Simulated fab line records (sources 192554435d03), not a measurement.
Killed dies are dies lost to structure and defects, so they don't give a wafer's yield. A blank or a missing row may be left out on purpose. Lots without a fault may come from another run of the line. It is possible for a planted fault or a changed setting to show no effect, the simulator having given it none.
Lot-split experiment :: flow n5-finfet :: 21 wafers read from 7 lots, route of 1938 steps

## THE SPLIT
At N5_SD_EPI_P_COAT_35 (time 60 s, resist thk 35 nm), the setting spin-rpm was moved away from the recipe's 1500 rpm on 8 of the 21 wafers read, by -5.9% to +10.5%. This setting was run at the recipe's value on the other wafers.

## FROM THE SPLIT TO THE READING: what the file shows between them, 2 steps
- N5_SD_EPI_P_DEVELOP_08: develop time 30 s (also split here: develop-time-s)
- N5_SD_EPI_P_DESCUM_14: chemistry O2, time 7.9 s

## THE READING
CAR-ArF-block_of_SD_EPI_P_COAT_03.thk-nm (the simulator's own value, which no gauge read), in nm, at N5_SD_EPI_P_ETCH_36 (etches SiARC in CF4, target depth 45.5 nm, time 75.8 s). There is no usual value for it anywhere in the file. Across the 13 wafers here that went through the recipe, the average is 111.2 nm and the standard deviation 0.47 nm.

wafer: L076.1
tool, chamber at the split: litho-track-01, 0
spin-rpm as run, rpm: 1500
against the recipe: recipe
CAR-ArF-block_of_SD_EPI_P_COAT_03.thk-nm, nm: 111
against lot-mates on the recipe: -

wafer: L076.2
tool, chamber at the split: litho-track-01, 0
spin-rpm as run, rpm: 1500
against the recipe: recipe
CAR-ArF-block_of_SD_EPI_P_COAT_03.thk-nm, nm: 111.2
against lot-mates on the recipe: -

wafer: L076.4
tool, chamber at the split: litho-track-01, 0
spin-rpm as run, rpm: 1442
against the recipe: -3.9%
CAR-ArF-block_of_SD_EPI_P_COAT_03.thk-nm, nm: 110
against lot-mates on the recipe: -1.1

wafer: L078.2
tool, chamber at the split: litho-track-01, 0
spin-rpm as run, rpm: 1500
against the recipe: recipe
CAR-ArF-block_of_SD_EPI_P_COAT_03.thk-nm, nm: 111.4
against lot-mates on the recipe: -

wafer: L078.3
tool, chamber at the split: litho-track-01, 0
spin-rpm as run, rpm: 1500
against the recipe: recipe
CAR-ArF-block_of_SD_EPI_P_COAT_03.thk-nm, nm: 111.2
against lot-mates on the recipe: -

wafer: L078.5
tool, chamber at the split: litho-track-01, 0
spin-rpm as run, rpm: 1500
against the recipe: recipe
CAR-ArF-block_of_SD_EPI_P_COAT_03.thk-nm, nm: 111.6
against lot-mates on the recipe: -

wafer: L085.4
tool, chamber at the split: litho-track-01, 0
spin-rpm as run, rpm: 1500
against the recipe: recipe
CAR-ArF-block_of_SD_EPI_P_COAT_03.thk-nm, nm: 111.2
against lot-mates on the recipe: -

wafer: L085.5
tool, chamber at the split: litho-track-01, 0
spin-rpm as run, rpm: 1585
against the recipe: +5.7%
CAR-ArF-block_of_SD_EPI_P_COAT_03.thk-nm, nm: 112.4
against lot-mates on the recipe: +1.2

wafer: L085.6
tool, chamber at the split: litho-track-01, 0
spin-rpm as run, rpm: 1585
against the recipe: +5.7%
CAR-ArF-block_of_SD_EPI_P_COAT_03.thk-nm, nm: 112
against lot-mates on the recipe: +0.8

wafer: L086.1
tool, chamber at the split: litho-track-01, 0
spin-rpm as run, rpm: 1500
against the recipe: recipe
CAR-ArF-block_of_SD_EPI_P_COAT_03.thk-nm, nm: 111.2
against lot-mates on the recipe: -

wafer: L086.3
tool, chamber at the split: litho-track-01, 0
spin-rpm as run, rpm: 1500
against the recipe: recipe
CAR-ArF-block_of_SD_EPI_P_COAT_03.thk-nm, nm: 111.2
against lot-mates on the recipe: -

wafer: L086.6
tool, chamber at the split: litho-track-01, 0
spin-rpm as run, rpm: 1500
against the recipe: recipe
CAR-ArF-block_of_SD_EPI_P_COAT_03.thk-nm, nm: 111.6
against lot-mates on the recipe: -

wafer: L092.1
tool, chamber at the split: litho-track-04, 0
spin-rpm as run, rpm: 1500
against the recipe: recipe
CAR-ArF-block_of_SD_EPI_P_COAT_03.thk-nm, nm: 112
against lot-mates on the recipe: -

wafer: L092.2
tool, chamber at the split: litho-track-04, 0
spin-rpm as run, rpm: 1500
against the recipe: recipe
CAR-ArF-block_of_SD_EPI_P_COAT_03.thk-nm, nm: 111.6
against lot-mates on the recipe: -

wafer: L092.5
tool, chamber at the split: litho-track-04, 0
spin-rpm as run, rpm: 1451
against the recipe: -3.3%
CAR-ArF-block_of_SD_EPI_P_COAT_03.thk-nm, nm: 111.2
against lot-mates on the recipe: -0.6

wafer: L093.2
tool, chamber at the split: litho-track-04, 0
spin-rpm as run, rpm: 1657
against the recipe: +10.5%
CAR-ArF-block_of_SD_EPI_P_COAT_03.thk-nm, nm: 112.4
against lot-mates on the recipe: +2.0

wafer: L093.4
tool, chamber at the split: litho-track-04, 0
spin-rpm as run, rpm: 1657
against the recipe: +10.5%
CAR-ArF-block_of_SD_EPI_P_COAT_03.thk-nm, nm: 112.2
against lot-mates on the recipe: +1.8

wafer: L093.6
tool, chamber at the split: litho-track-04, 0
spin-rpm as run, rpm: 1500
against the recipe: recipe
CAR-ArF-block_of_SD_EPI_P_COAT_03.thk-nm, nm: 110.4
against lot-mates on the recipe: -

wafer: L096.2
tool, chamber at the split: litho-track-01, 0
spin-rpm as run, rpm: 1412
against the recipe: -5.9%
CAR-ArF-block_of_SD_EPI_P_COAT_03.thk-nm, nm: 110
against lot-mates on the recipe: -0.2

wafer: L096.3
tool, chamber at the split: litho-track-01, 0
spin-rpm as run, rpm: 1412
against the recipe: -5.9%
CAR-ArF-block_of_SD_EPI_P_COAT_03.thk-nm, nm: 110
against lot-mates on the recipe: -0.2

wafer: L096.4
tool, chamber at the split: litho-track-01, 0
spin-rpm as run, rpm: 1500
against the recipe: recipe
CAR-ArF-block_of_SD_EPI_P_COAT_03.thk-nm, nm: 110.2
against lot-mates on the recipe: -

THE FIT
A straight line over all 21 wafers: CAR-ArF-block_of_SD_EPI_P_COAT_03.thk-nm changes by +0.142 nm for each +1% of spin-rpm; r = +0.80; the points scatter about the line by 0.47 nm.
The same after taking each lot's own level away (the mean of its wafers on the recipe; 21 wafers): +0.155 nm for each +1%; r = +0.92; scatter 0.3 nm.
According to that fit, moving spin-rpm by its largest amount changes the reading by 1.6 nm.
Across the lots, their own levels run from 110.20 to 111.80 nm, a range of 3.4 times the standard deviation given above.
So the lot-to-lot level changes the slope little: the two slopes agree.
Check: for one of the wafers moved furthest among these (+10.5%), held out of the fit, the line's prediction against its lot-mates is +1.57 nm. It came out at +2 nm against them.

## FURTHER SPLITS ON THESE WAFERS
Other splits were also applied to these wafers ahead of the reading. Each is held against what the fit with the lots' levels taken away leaves over:
other split on the same wafers: N5_WELL_APT_COAT_02 spin-rpm
wafers away from the commonest value: 9
r with CAR-ArF-block_of_SD_EPI_P_COAT_03.thk-nm (lot level and that fit taken away): +0.28

other split on the same wafers: N5_PMOS_HMC_CHANNEL_EPI_HM_DEP_34 time-s
wafers away from the commonest value: 9
r with CAR-ArF-block_of_SD_EPI_P_COAT_03.thk-nm (lot level and that fit taken away): +0.14

other split on the same wafers: N5_FIN_CUT_CUT_ETCH_15 time-s
wafers away from the commonest value: 7
r with CAR-ArF-block_of_SD_EPI_P_COAT_03.thk-nm (lot level and that fit taken away): -0.18

other split on the same wafers: N5_SD_EPI_N_PEB_07 peb-time-s
wafers away from the commonest value: 8
r with CAR-ArF-block_of_SD_EPI_P_COAT_03.thk-nm (lot level and that fit taken away): -0.20

other split on the same wafers: N5_SD_EPI_P_DEVELOP_08 develop-time-s
wafers away from the commonest value: 3
r with CAR-ArF-block_of_SD_EPI_P_COAT_03.thk-nm (lot level and that fit taken away): -0.07

## THE WHOLE CHAIN: every reading that the file lists as answering this split, in the file's order
step: N5_SD_EPI_P_COAT_35
what it does: time 60 s, resist thk 35 nm
reading: SiARC_of_SD_EPI_P_COAT_35.thk-nm (the simulator's own value, which no gauge read)
change (the file's fit): -0.179 nm for each +1% of the setting
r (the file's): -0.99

step: N5_SD_EPI_P_ETCH_36
what it does: etches SiARC in CF4, target depth 45.5 nm, time 75.8 s
reading: etch.depth-nm (the simulator's own value, which no gauge read)
change (the file's fit): -0.178 nm for each +1% of the setting
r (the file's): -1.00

step: N5_SD_EPI_P_ETCH_36
what it does: etches SiARC in CF4, target depth 45.5 nm, time 75.8 s
reading: CAR-ArF-block_of_SD_EPI_P_COAT_03.thk-nm (the simulator's own value, which no gauge read)
change (the file's fit): +0.163 nm for each +1% of the setting
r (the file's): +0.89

## THE FILE'S OWN FIT
CAR-ArF-block_of_SD_EPI_P_COAT_03.thk-nm changes by +0.163 nm for each +1% of spin-rpm, r = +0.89.
